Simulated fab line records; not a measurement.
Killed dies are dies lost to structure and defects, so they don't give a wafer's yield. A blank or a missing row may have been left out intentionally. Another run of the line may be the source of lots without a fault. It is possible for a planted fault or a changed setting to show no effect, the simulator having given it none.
Which tool is to blame? | flow n5-finfet | 10 lots with 25 wafers sampled at 6 steps, on a route of 1938 steps

WHAT EACH GAUGE READ, for each wafer
N5_BEOL_M14_CD_MEAS_28: target cd 284.4 nm. Usual: cd-nm at 287.7 nm, with a standard deviation of 2.
lot  | measured     | on        | cd-nm (nm)        | flag
L170 | day 12 08:28 | cd-sem-01 | 290.5 288.4       |
L172 | day 12 11:16 | cd-sem-01 | 291.4 290.0       |
L173 | day 13 03:02 | cd-sem-03 | 288.6 289.6       |
L175 | day 13 03:12 | cd-sem-02 | 287.3 286.4 287.3 |
L176 | day 13 06:43 | cd-sem-02 | 286.9 287.1       |
L181 | day 15 02:35 | cd-sem-01 | 287.4 288.7 287.4 |
L183 | day 15 16:03 | cd-sem-01 | 287.7 286.9       |
L186 | day 16 01:45 | cd-sem-03 | 261.4 261.6 262.3 | OFF
L187 | day 16 09:23 | cd-sem-01 | 267.7 269.1 269.3 | OFF
L188 | day 17 01:50 | cd-sem-02 | 270.4 270.0 271.3 | OFF

N5_BEOL_M14_OVL_MEAS_29. Usual: M14_OVL typically reads 1 nm, with standard deviation 4.8.
lot  | measured     | on         | M14_OVL (nm) | flag
L170 | day 12 08:30 | overlay-01 | 6 7          |
L172 | day 12 11:18 | overlay-01 | 0 -5         |
L173 | day 13 03:04 | overlay-01 | 5 7          |
L175 | day 13 03:14 | overlay-01 | 2 -2 5       |
L176 | day 13 06:44 | overlay-02 | 6 7          |
L181 | day 15 02:37 | overlay-02 | -7 -1 -3     |
L183 | day 15 16:05 | overlay-01 | -3 -2        |
L186 | day 16 01:47 | overlay-02 | 3 1 2        |
L187 | day 16 09:25 | overlay-02 | 9 1 2        |
L188 | day 17 01:52 | overlay-01 | 2 -5 -2      |

N5_BEOL_M15_RC_MEAS_101. Usual: COMB_M10 1.4e-11 S/m, standard deviation 3.5e-12; COMB_M11 1.5e-11 S/m, standard deviation 3.1e-12; COMB_M12 6.6e-12 S/m, standard deviation 1.4e-12; COMB_M12_max_site 9.5e-12 S/m, standard deviation 2.2e-12; COMB_M13 4.9e-12 S/m, standard deviation 1e-12; COMB_M14 3.8e-12 S/m, standard deviation 7.3e-13; COMB_M15 2.7e-12 S/m, standard deviation 5.5e-13; COMB_M5 3.7e-11 S/m, standard deviation 7.9e-12; COMB_M6 2.5e-11 S/m, standard deviation 5.5e-12; COMB_M7 2.6e-11 S/m, standard deviation 5.2e-12; COMB_M8 2.6e-11 S/m, standard deviation 5.4e-12; COMB_M9 1.44e-11 S/m, standard deviation 2.6e-12; SERP_M10 3.08 ohm/um, standard deviation 0.12; SERP_M11 3.14 ohm/um, standard deviation 0.11; SERP_M12 0.632 ohm/um, standard deviation 0.021; SERP_M13 0.306 ohm/um, standard deviation 0.0072; SERP_M14 0.159 ohm/um, standard deviation 0.0057; SERP_M14_max_site 0.160 ohm/um, standard deviation 0.0059; SERP_M5 40.1 ohm/um, standard deviation 2.1; SERP_M6 13.8 ohm/um, standard deviation 0.67; SERP_M7 14.1 ohm/um, standard deviation 0.79; SERP_M8 13.7 ohm/um, standard deviation 0.77; SERP_M9 3.10 ohm/um, standard deviation 0.092.
lot  | measured     | on        | COMB_M10 (S/m)          | COMB_M11 (S/m)          | COMB_M12 (S/m)          | COMB_M12_max_site (S/m)  | COMB_M13 (S/m)          | COMB_M14 (S/m)          | COMB_M15 (S/m)          | COMB_M5 (S/m)           | COMB_M6 (S/m)           | COMB_M7 (S/m)           | COMB_M8 (S/m)           | COMB_M9 (S/m)              | SERP_M10 (ohm/um) | SERP_M11 (ohm/um) | SERP_M12 (ohm/um) | SERP_M13 (ohm/um) | SERP_M14 (ohm/um) | SERP_M14_max_site (ohm/um) | SERP_M5 (ohm/um) | SERP_M6 (ohm/um) | SERP_M7 (ohm/um) | SERP_M8 (ohm/um) | SERP_M9 (ohm/um) | flag
L170 | day 12 18:22 | prober-01 | 1.1e-11 8e-12           | 1.3e-11 1.9e-11         | 5.8e-12 9.7e-12         | 7.9e-12 1.26e-11         | 4.6e-12 6e-12           | 4e-12 3.4e-12           | 1.9e-12 2.4e-12         | 3.5e-11 3e-11           | 2e-11 2.2e-11           | 2.7e-11 2.7e-11         | 2.1e-11 2.2e-11         | 1.28e-11 1.38e-11          | 2.95 3.25         | 3.07 3.09         | 0.608 0.628       | 0.304 0.303       | 0.154 0.170       | 0.155 0.172                | 40.2 36.8        | 13.3 13.9        | 12.9 15.7        | 13.6 13.0        | 3.23 3.17        |
L172 | day 13 01:02 | prober-02 | 2e-11 1.4e-11           | 1.9e-11 1.4e-11         | 7.3e-12 6.3e-12         | 1.36e-11 7.9e-12         | 6.6e-12 5.5e-12         | 3.6e-12 3.6e-12         | 2.7e-12 2.7e-12         | 4.3e-11 3.9e-11         | 2.8e-11 2.1e-11         | 2.2e-11 1.8e-11         | 3e-11 2.9e-11           | 2.06e-11 1.33e-11          | 3.16 2.96         | 3.13 2.98         | 0.631 0.639       | 0.313 0.317       | 0.158 0.158       | 0.159 0.161                | 45.7 45.7        | 13.5 13.8        | 14.6 13.4        | 14.3 15.2        | 3.17 3.19        |
L173 | day 13 13:10 | prober-01 | 1.1e-11 1.4e-11         | 2.2e-11 1.8e-11         | 4.1e-12 3.9e-12         | 8e-12 5.6e-12            | 4.4e-12 5.2e-12         | 2.3e-12 3.6e-12         | 2.5e-12 2.5e-12         | 4.2e-11 4.2e-11         | 2.8e-11 2.1e-11         | 3.6e-11 3e-11           | 3.9e-11 2.8e-11         | 1.35e-11 1.85e-11          | 3.09 3.13         | 2.98 2.93         | 0.671 0.614       | 0.304 0.309       | 0.151 0.163       | 0.152 0.165                | 43.3 43.6        | 15.3 14.2        | 14.3 13.0        | 14.4 13.0        | 3.07 3.19        |
L175 | day 13 13:56 | prober-02 | 1.5e-11 1.3e-11 1.7e-11 | 1.3e-11 1.2e-11 1.4e-11 | 5.5e-12 6.3e-12 5.5e-12 | 8.8e-12 9.3e-12 6.9e-12  | 6.4e-12 5.7e-12 5.3e-12 | 4e-12 4.4e-12 3.5e-12   | 3e-12 2.4e-12 2.6e-12   | 3.1e-11 3.2e-11 2.7e-11 | 2.6e-11 2.3e-11 3.6e-11 | 2.1e-11 2.5e-11 2.4e-11 | 2.3e-11 3.9e-11 2.2e-11 | 1.26e-11 1.27e-11 1.56e-11 | 3.13 3.08 3.07    | 3.14 3.11 3.18    | 0.636 0.612 0.649 | 0.305 0.316 0.301 | 0.162 0.162 0.148 | 0.164 0.163 0.150          | 37.6 40.3 40.9   | 14.7 13.7 14.1   | 14.3 14.2 15.2   | 13.5 13.8 13.2   | 3.07 3.01 3.09   |
L176 | day 13 19:40 | prober-02 | 1.2e-11 1.5e-11         | 1.7e-11 1.5e-11         | 6.9e-12 7.6e-12         | 8.3e-12 1.02e-11         | 5.1e-12 5.2e-12         | 3.3e-12 4.4e-12         | 3.4e-12 4.3e-12         | 3.4e-11 4.2e-11         | 2.4e-11 1.7e-11         | 2.7e-11 1.9e-11         | 2.4e-11 4e-11           | 1.41e-11 1.33e-11          | 3.07 3.01         | 3.21 3.16         | 0.645 0.637       | 0.298 0.299       | 0.158 0.159       | 0.160 0.161                | 40.6 40.9        | 13.9 13.3        | 14.0 14.3        | 12.8 12.9        | 3.02 2.96        |
L181 | day 15 12:22 | prober-01 | 1e-11 9e-12 1.4e-11     | 2e-11 1.7e-11 1.2e-11   | 4.8e-12 3.5e-12 6.1e-12 | 7.1e-12 6.3e-12 9.9e-12  | 3.5e-12 4.1e-12 2.8e-12 | 3.5e-12 3.6e-12 3e-12   | 2.1e-12 2.2e-12 2.8e-12 | 2.7e-11 3.2e-11 2.7e-11 | 2.2e-11 2.7e-11 3.1e-11 | 4e-11 2.5e-11 2.2e-11   | 3.1e-11 1.8e-11 2.2e-11 | 1.6e-11 1.35e-11 1.54e-11  | 3.14 3.15 3.39    | 3.24 3.10 3.36    | 0.613 0.645 0.656 | 0.306 0.309 0.309 | 0.167 0.153 0.153 | 0.169 0.154 0.154          | 41.1 39.3 40.5   | 14.3 13.9 13.1   | 14.0 15.5 16.1   | 13.3 14.2 15.6   | 3.17 2.95 3.12   |
L183 | day 16 03:38 | prober-01 | 1.3e-11 9e-12           | 1.6e-11 2e-11           | 7.7e-12 6.6e-12         | 9.6e-12 1.06e-11         | 4.6e-12 5e-12           | 3.2e-12 4.8e-12         | 2.1e-12 2.6e-12         | 3.1e-11 3.8e-11         | 2.3e-11 2.2e-11         | 2e-11 3e-11             | 1.7e-11 2.3e-11         | 1.37e-11 1.16e-11          | 2.99 3.08         | 2.93 3.16         | 0.613 0.621       | 0.315 0.301       | 0.167 0.153       | 0.169 0.155                | 41.2 38.3        | 12.4 14.0        | 14.1 14.1        | 14.7 14.1        | 3.15 3.04        |
L186 | day 16 10:35 | prober-01 | 1.6e-11 1.4e-11 1.2e-11 | 1.3e-11 1.2e-11 1.3e-11 | 6.3e-12 6.5e-12 6.6e-12 | 7.8e-12 9.8e-12 1.07e-11 | 5.2e-12 4.6e-12 5.5e-12 | 3.8e-12 4.8e-12 4.2e-12 | 1.8e-12 3e-12 2.1e-12   | 4e-11 3.2e-11 4.9e-11   | 2.6e-11 1.5e-11 3e-11   | 2.7e-11 2.1e-11 2.5e-11 | 2.4e-11 3.6e-11 2.6e-11 | 1.46e-11 1.39e-11 1.07e-11 | 3.17 3.22 3.20    | 3.28 3.27 3.16    | 0.630 0.600 0.609 | 0.318 0.314 0.308 | 0.192 0.175 0.183 | 0.196 0.178 0.185          | 37.3 38.9 41.4   | 13.5 13.4 13.5   | 12.7 13.3 13.6   | 15.4 14.4 15.7   | 2.95 2.91 3.16   | OFF
L187 | day 16 20:56 | prober-01 | 1.1e-11 1.4e-11 1.5e-11 | 1.2e-11 1.5e-11 1.3e-11 | 6.2e-12 6.9e-12 7.2e-12 | 9.2e-12 1.1e-11 8.6e-12  | 6.5e-12 5.9e-12 9.2e-12 | 3.1e-12 2.9e-12 4.4e-12 | 2.7e-12 3.1e-12 2.7e-12 | 2.9e-11 2.3e-11 4.3e-11 | 2.2e-11 1.2e-11 1.7e-11 | 2e-11 2.5e-11 1.9e-11   | 3e-11 2.4e-11 2.7e-11   | 1.54e-11 1.39e-11 1.52e-11 | 3.26 2.91 2.97    | 3.07 3.27 3.16    | 0.643 0.633 0.620 | 0.292 0.309 0.291 | 0.168 0.176 0.174 | 0.169 0.177 0.175          | 39.2 38.9 42.9   | 14.9 15.3 14.8   | 14.4 14.3 13.6   | 13.5 13.3 13.4   | 3.24 2.98 3.15   |
L188 | day 17 14:08 | prober-02 | 1.9e-11 1.4e-11 2.4e-11 | 1.9e-11 1.2e-11 1.1e-11 | 5e-12 8.3e-12 6.5e-12   | 6.8e-12 1.08e-11 8.6e-12 | 5.5e-12 4.9e-12 6.6e-12 | 4.6e-12 5.5e-12 5.3e-12 | 2.7e-12 3.7e-12 2.9e-12 | 3.6e-11 3.9e-11 5.8e-11 | 2.6e-11 2.2e-11 2.9e-11 | 4.3e-11 2.8e-11 2.3e-11 | 2.8e-11 2.9e-11 2.5e-11 | 1.27e-11 1.65e-11 1.53e-11 | 3.17 2.94 3.07    | 3.31 3.29 3.21    | 0.637 0.625 0.626 | 0.314 0.306 0.310 | 0.172 0.173 0.174 | 0.175 0.174 0.176          | 38.9 37.1 39.0   | 13.3 14.7 15.1   | 14.7 14.2 15.2   | 13.4 14.3 14.1   | 3.07 2.97 3.04   |

WHICH TOOL RAN EACH LOT (tool, then ch and the chambers of the sampled wafers, then the start)
lot  | N5_BEOL_M14_STRIP_63                          | N5_BEOL_M14_EXPOSE_25             | N5_BEOL_M14_ETCH_68
L170 | rie-diel-05 ch 0,1, day 12 08:17 or earlier   | krf-scanner-02 ch 0, day 12 08:17 | rie-diel-05 ch 0,2, day 12 08:44
L172 | rie-diel-01 ch 0,2, day 12 11:06 or earlier   | krf-scanner-01 ch 0, day 12 11:06 | rie-diel-01 ch 0, day 12 11:42
L173 | rie-diel-04 ch 0,2, day 13 02:52 or earlier   | krf-scanner-02 ch 0, day 13 02:52 | rie-diel-04 ch 0,1, day 13 03:19
L175 | rie-diel-05 ch 1,2, day 13 03:02 or earlier   | krf-scanner-01 ch 0, day 13 03:02 | rie-diel-01 ch 0,1,3, day 13 03:36
L176 | rie-diel-05 ch 1,2, day 13 06:32 or earlier   | krf-scanner-01 ch 0, day 13 06:32 | rie-diel-05 ch 3, day 13 07:19
L181 | rie-diel-01 ch 1,2,3, day 15 02:25 or earlier | krf-scanner-01 ch 0, day 15 02:25 | rie-diel-04 ch 0,3, day 15 02:52
L183 | rie-diel-01 ch 0,3, day 15 15:53 or earlier   | krf-scanner-02 ch 0, day 15 15:53 | rie-diel-04 ch 0,1, day 15 16:39
L186 | rie-diel-05 ch 0,1,3, day 16 01:35 or earlier | krf-scanner-01 ch 0, day 16 01:35 | rie-diel-04 ch 0,1,2, day 16 02:10
L187 | rie-diel-05 ch 0,1,3, day 16 09:13 or earlier | krf-scanner-01 ch 0, day 16 09:13 | rie-diel-01 ch 0,1,3, day 16 09:39
L188 | rie-diel-04 ch 1,3, day 17 01:41 or earlier   | krf-scanner-01 ch 0, day 17 01:41 | rie-diel-01 ch 0,2, day 17 02:15
- N5_BEOL_M14_STRIP_63: strips in O2.
- N5_BEOL_M14_EXPOSE_25: exposes mask M14, target cd 280 nm.
- N5_BEOL_M14_ETCH_68: etches SOC in N2/H2, time 450 s.

WHAT THE TOOLS THEMSELVES READ (means of the sampled wafers that have a number; where no wafer has one, the mark that the record gives instead)
N5_BEOL_M14_STRIP_63. Usual: drypump-motor-current-A 5.7 A, standard deviation 0.56; oes-product-au 0.80 a.u., standard deviation 0.068; rf-vpp-V 3.6 V, standard deviation 0.84; showerhead-plenum-p-Torr 2.05 Torr, standard deviation 0.039; throttle-valve-pct 16.73 %, standard deviation 0.21.
lot  | tool        | drypump-motor-current-A (A) | oes-product-au (a.u.) | rf-vpp-V (V) | showerhead-plenum-p-Torr (Torr) | throttle-valve-pct (%) | flag
L170 | rie-diel-05 | 5.4                         | 0.82                  | 4.6          | 2.04                            | 16.67                  |
L172 | rie-diel-01 | 5.8                         | 0.74                  | 2.8          | 2.13                            | 16.77                  |
L173 | rie-diel-04 | 5.7                         | 0.80                  | 3.6          | 2.02                            | 16.59                  |
L175 | rie-diel-05 | 6.4                         | 0.73                  | 3.4          | 2.05                            | 17.04                  |
L176 | rie-diel-05 | 6.2                         | 0.75                  | 3.3          | 2.05                            | 16.98                  |
L181 | rie-diel-01 | 5.7                         | 0.79                  | 4.3          | 2.10                            | 16.84                  |
L183 | rie-diel-01 | 6.2                         | 0.73                  | 3.5          | 2.08                            | 16.82                  |
L186 | rie-diel-05 | 5.3                         | 0.81                  | 3.4          | 2.03                            | 16.68                  |
L187 | rie-diel-05 | 5.3                         | 0.81                  | 3.6          | 2.03                            | 16.67                  |
L188 | rie-diel-04 | 5.6                         | 0.80                  | 3.8          | 2.09                            | 16.75                  |

N5_BEOL_M14_EXPOSE_25. Usual: exposure-dose-mJ-cm2 at 26.59, with a standard deviation of 0.032.
lot  | tool           | exposure-dose-mJ-cm2 | flag
L170 | krf-scanner-02 | 26.52                |
L172 | krf-scanner-01 | 26.59                |
L173 | krf-scanner-02 | 26.57                |
L175 | krf-scanner-01 | 26.59                |
L176 | krf-scanner-01 | 26.59                |
L181 | krf-scanner-01 | 26.58                |
L183 | krf-scanner-02 | 26.57                |
L186 | krf-scanner-01 | 22.79                | OFF
L187 | krf-scanner-01 | 23.50                | OFF
L188 | krf-scanner-01 | 24.18                | OFF

N5_BEOL_M14_ETCH_68. Usual: drypump-motor-current-A 5.7 A, standard deviation 0.47; oes-product-au 0.80 a.u., standard deviation 0.072; rf-vpp-V 522.8 V, standard deviation 1.7; showerhead-plenum-p-Torr 2.51 Torr, standard deviation 0.058; throttle-valve-pct 17.89 %, standard deviation 0.29.
lot  | tool        | drypump-motor-current-A (A) | oes-product-au (a.u.) | rf-vpp-V (V) | showerhead-plenum-p-Torr (Torr) | throttle-valve-pct (%) | flag
L170 | rie-diel-05 | 5.9                         | 0.75                  | 522.1        | 2.50                            | 18.16                  |
L172 | rie-diel-01 | 6.3                         | 0.76                  | 523.7        | 2.56                            | 17.99                  |
L173 | rie-diel-04 | 5.7                         | 0.78                  | 523.2        | 2.52                            | 17.91                  |
L175 | rie-diel-01 | 6.0                         | 0.83                  | 523.1        | 2.54                            | 18.00                  |
L176 | rie-diel-05 | 5.0                         | 0.88                  | 521.9        | 2.47                            | 17.69                  |
L181 | rie-diel-04 | 6.0                         | 0.81                  | 522.0        | 2.45                            | 17.65                  |
L183 | rie-diel-04 | 5.7                         | 0.77                  | 521.2        | 2.51                            | 17.95                  |
L186 | rie-diel-04 | 5.6                         | 0.78                  | 522.5        | 2.50                            | 17.89                  |
L187 | rie-diel-01 | 6.1                         | 0.79                  | 522.7        | 2.53                            | 18.05                  |
L188 | rie-diel-01 | 6.0                         | 0.71                  | 524.4        | 2.57                            | 18.07                  |

THE ANSWER, worked out from the rows above alone
Rule: lot off if the mean of its wafers having a number is beyond 3 standard deviations from the usual mean. Also off: a lot with no number at a reading for which 4 or more lots have one. Any other lot the step has rows for is counted as sound. Order of review: gauges by route order, followed by the tools' own readings, for which a lot's mean as printed above is used. At the first step where some lot is off, the reading lying furthest off is the one used; lots without a number count as furthest.
Off: L186, L187, L188 (N5_BEOL_M14_CD_MEAS_28, cd-nm).
A tool fits if, at a process step before that reading, it ran every lot that is off, and no sound lot after the first of them. The gauges at N5_BEOL_M14_CD_MEAS_28 aren't tried: what is off there is off at N5_BEOL_M14_EXPOSE_25 too, on other tools, and a gauge's error can't cause that. Because N5_BEOL_M14_STRIP_63 lacks a start for some lots, the hours and order of its lots are taken from N5_BEOL_M14_EXPOSE_25. One fits: N5_BEOL_M14_EXPOSE_25 on krf-scanner-01. Its last sound lot is L181 (day 15 02:25), its first lot that is off L186 (day 16 01:35): a fault that began between those two fits.
The tool's own readings at N5_BEOL_M14_EXPOSE_25 bear it out: on the lots that are off they differ by more than 5 times the standard deviation of the sound lots' means. exposure-dose-mJ-cm2 reads 23.49 there against 26.57 on the sound lots.

WHAT THE SIMULATOR HAD INSERTED
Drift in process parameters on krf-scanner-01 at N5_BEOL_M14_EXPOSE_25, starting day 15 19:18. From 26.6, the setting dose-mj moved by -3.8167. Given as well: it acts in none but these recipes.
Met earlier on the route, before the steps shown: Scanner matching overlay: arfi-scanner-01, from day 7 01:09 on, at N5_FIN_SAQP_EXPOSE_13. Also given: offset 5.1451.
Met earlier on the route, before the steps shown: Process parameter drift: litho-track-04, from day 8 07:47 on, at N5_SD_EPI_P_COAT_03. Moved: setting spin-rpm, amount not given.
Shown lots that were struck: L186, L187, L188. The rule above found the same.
